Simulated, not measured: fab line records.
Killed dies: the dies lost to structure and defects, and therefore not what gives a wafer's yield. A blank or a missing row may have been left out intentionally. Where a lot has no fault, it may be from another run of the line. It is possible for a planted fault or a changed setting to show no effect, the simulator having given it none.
Matching of chambers :: flow nand-harc :: NHARC_A_CHANNEL_FILL_D2_ALD_25 on ald-hk-01: 4 sister chambers
The step deposits SiOx, target thk 60 nm, pulse time 10 s, ald cycles 600. 4 wafers are shown with their chamber, then 7 later ones without.

WAFERS PAIRED WITH THEIR CHAMBERS
wafer: L086.5
chamber: 1
heater-power-w (W): 462

wafer: L087.2
chamber: 0
heater-power-w (W): 386

wafer: L089.1
chamber: 3
heater-power-w (W): 463

wafer: L089.3
chamber: 2
heater-power-w (W): 452

WAFERS WITHOUT THEIR CHAMBER
wafer: L089.6
heater-power-w (W): 386

wafer: L091.3
heater-power-w (W): 463

wafer: L091.4
heater-power-w (W): 441

wafer: L091.6
heater-power-w (W): 451

wafer: L093.1
heater-power-w (W): 386

wafer: L093.2
heater-power-w (W): 452

wafer: L093.3
heater-power-w (W): 457

WHICH CHAMBER EACH WENT THROUGH
wafer: L089.6
from the rows above: 0
in truth: 0

wafer: L091.3
from the rows above: can't be placed: 3 or 1
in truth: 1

wafer: L091.4
from the rows above: 2
in truth: 2

wafer: L091.6
from the rows above: 2
in truth: 2

wafer: L093.1
from the rows above: 0
in truth: 0

wafer: L093.2
from the rows above: 2
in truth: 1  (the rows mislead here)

wafer: L093.3
from the rows above: can't be placed: 1 or 2 or 3
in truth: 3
Placed correctly: 4 of 7. From these rows, 2 cannot be placed; in 2 the true chamber is one of the candidates. Wrongly placed: 1.
How it was worked out, from the rows above alone: a wafer's distance from a chamber is the root of the sum, over the readings, of the square of ((its reading less the chamber's mean) divided by the reading's scatter). The wafer belongs to the nearest chamber; if the next one is less than 2 further off, it can't be placed. The mean given for a chamber averages the wafers shown for that chamber. The scatter: root of mean squared gap, hidden wafer to nearest shown wafer, with one shown wafer a chamber.
